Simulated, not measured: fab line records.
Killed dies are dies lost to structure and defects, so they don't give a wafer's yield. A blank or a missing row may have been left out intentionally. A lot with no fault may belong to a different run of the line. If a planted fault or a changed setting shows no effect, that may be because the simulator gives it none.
Matching of chambers || flow n5 finfet || N5_BEOL_M10_CVD_75 on cvd co-01: 3 sister chambers
The step deposits Co from CCTBA/H2, target thk 2 nm, time 138.9 s. 16 wafers are shown with their chamber, then 8 later ones without.

== WAFERS, EACH WITH ITS CHAMBER ==
{"wafer": "L552.2", "chamber": 2, "run length s (s)": 161.4}
{"wafer": "L552.4", "chamber": 0, "run length s (s)": 161.7}
{"wafer": "L552.6", "chamber": 1, "run length s (s)": 161.7}
{"wafer": "L554.3", "chamber": 0, "run length s (s)": 161.5}
{"wafer": "L554.4", "chamber": 0, "run length s (s)": 161.3}
{"wafer": "L554.5", "chamber": 1, "run length s (s)": 161.1}
{"wafer": "L555.1", "chamber": 0, "run length s (s)": 161.2}
{"wafer": "L555.2", "chamber": 2, "run length s (s)": 160.9}
{"wafer": "L555.5", "chamber": 2, "run length s (s)": 160.7}
{"wafer": "L565.2", "chamber": 1, "run length s (s)": 161.4}
{"wafer": "L565.4", "chamber": 2, "run length s (s)": 160.5}
{"wafer": "L565.6", "chamber": 1, "run length s (s)": 162.1}
{"wafer": "L566.2", "chamber": 1, "run length s (s)": 161.5}
{"wafer": "L566.4", "chamber": 2, "run length s (s)": 160.9}
{"wafer": "L566.6", "chamber": 0, "run length s (s)": 162.0}
{"wafer": "L567.1", "chamber": 0, "run length s (s)": 161.7}

SIGNATURES, as means of the wafers listed above
{"reading": "run length s", "chamber 0": 161.567, "chamber 1": 161.560, "chamber 2": 160.880, "scatter within a chamber": 0.332}
Rule: for each reading, subtract the chamber's mean from the wafer's reading, divide by that reading's scatter and square the result; add these up over the readings and take the root, which gives the wafer's distance from the chamber. If the next closest chamber is less than 2 further off than the closest, the wafer can't be placed; otherwise it belongs to the closest. The scatter: the root of (the sum of the squares of (reading less its chamber's mean) over the shown wafers, divided by (wafers less chambers)).

== WAFERS WHOSE CHAMBER IS MISSING ==
{"wafer": "L567.4", "run length s (s)": 161.2}
{"wafer": "L567.6", "run length s (s)": 161.1}
{"wafer": "L571.4", "run length s (s)": 161.6}
{"wafer": "L571.5", "run length s (s)": 161.0}
{"wafer": "L571.6", "run length s (s)": 161.0}
{"wafer": "L570.1", "run length s (s)": 162.0}
{"wafer": "L570.3", "run length s (s)": 161.0}
{"wafer": "L570.4", "run length s (s)": 161.6}

== CHAMBER TAKEN BY EACH ==
{"wafer": "L567.4", "from the rows above": "can't be placed: 2 or 1 or 0", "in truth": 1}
{"wafer": "L567.6", "from the rows above": "can't be placed: 2 or 1 or 0", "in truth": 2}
{"wafer": "L571.4", "from the rows above": "can't be placed: 0 or 1", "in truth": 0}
{"wafer": "L571.5", "from the rows above": "can't be placed: 2 or 1 or 0", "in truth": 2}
{"wafer": "L571.6", "from the rows above": "can't be placed: 2 or 1 or 0", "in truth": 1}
{"wafer": "L570.1", "from the rows above": "can't be placed: 0 or 1", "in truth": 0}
{"wafer": "L570.3", "from the rows above": "can't be placed: 2 or 1 or 0", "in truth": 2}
{"wafer": "L570.4", "from the rows above": "can't be placed: 0 or 1", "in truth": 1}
Placed correctly: 0 of 8. Not placeable from these rows: 8 (in 8, the candidates include the true chamber). Number placed wrongly: 0.
